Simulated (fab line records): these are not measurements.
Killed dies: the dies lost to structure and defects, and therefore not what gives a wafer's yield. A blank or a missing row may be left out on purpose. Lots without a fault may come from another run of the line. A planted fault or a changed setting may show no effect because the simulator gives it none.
What tool caused it? / flow n5Finfet / 6 lots with 18 wafers sampled at 2 steps, on a route of 1938 steps

== WHAT THE GAUGES SHOWED, per wafer ==
N5_BEOL_M15_THK_MEAS_50: measures by xrf.
lot=L980; measured=day 14 19:52; on=filmMetro-01; M15_THK (nm)=830 835 831
lot=L982; measured=day 15 12:35; on=filmMetro-01; M15_THK (nm)=848 862 842
lot=L989; measured=day 17 05:22; on=filmMetro-02; M15_THK (nm)=855 861 868
lot=L996; measured=day 17 06:13; on=filmMetro-01; M15_THK (nm)=879 880 846
lot=L995; measured=day 18 07:06; on=filmMetro-01; M15_THK (nm)=870 846 867
lot=L999; measured=day 20 12:14; on=filmMetro-01; M15_THK (nm)=848 857 842

== WHAT TOOL EACH LOT RAN ON (gives the tool, then ch and the chambers of the sampled wafers, and finally the start) ==
lot=L980; N5_BEOL_M4_SPUTTER_92=pvdSputter-01, day 11 08:16
lot=L982; N5_BEOL_M4_SPUTTER_92=pvdSputter-03, day 11 16:58
lot=L989; N5_BEOL_M4_SPUTTER_92=pvdSputter-03, day 12 23:19
lot=L996; N5_BEOL_M4_SPUTTER_92=pvdSputter-02, day 13 06:20
lot=L995; N5_BEOL_M4_SPUTTER_92=pvdSputter-02, day 14 08:40
lot=L999; N5_BEOL_M4_SPUTTER_92=pvdSputter-01, day 16 02:31
- N5_BEOL_M4_SPUTTER_92: material Cu, target thk 4.5 nm, time 8.29 s.

== THE ANSWER, worked out from the rows above alone ==
Rule: the lots themselves supply what counts as usual. Put in order of their means at a reading, lots are off if they are a third of the lots or fewer, leave a main group of 4 or more, and stand apart from it by a gap of 3 or more times the standard deviation of the main group's means; of several such gaps the widest counts. Not used: any main group whose means are identical at the precision the tables above print for the reading. A lot without any number at a reading at which 4 lots or more have one is off too. Where the step has rows for the other lots, those lots are counted as sound.
No lot is off on any of the readings shown, so nothing can be concluded from this.

== WHAT HAD BEEN PUT IN BY THE SIMULATOR ==
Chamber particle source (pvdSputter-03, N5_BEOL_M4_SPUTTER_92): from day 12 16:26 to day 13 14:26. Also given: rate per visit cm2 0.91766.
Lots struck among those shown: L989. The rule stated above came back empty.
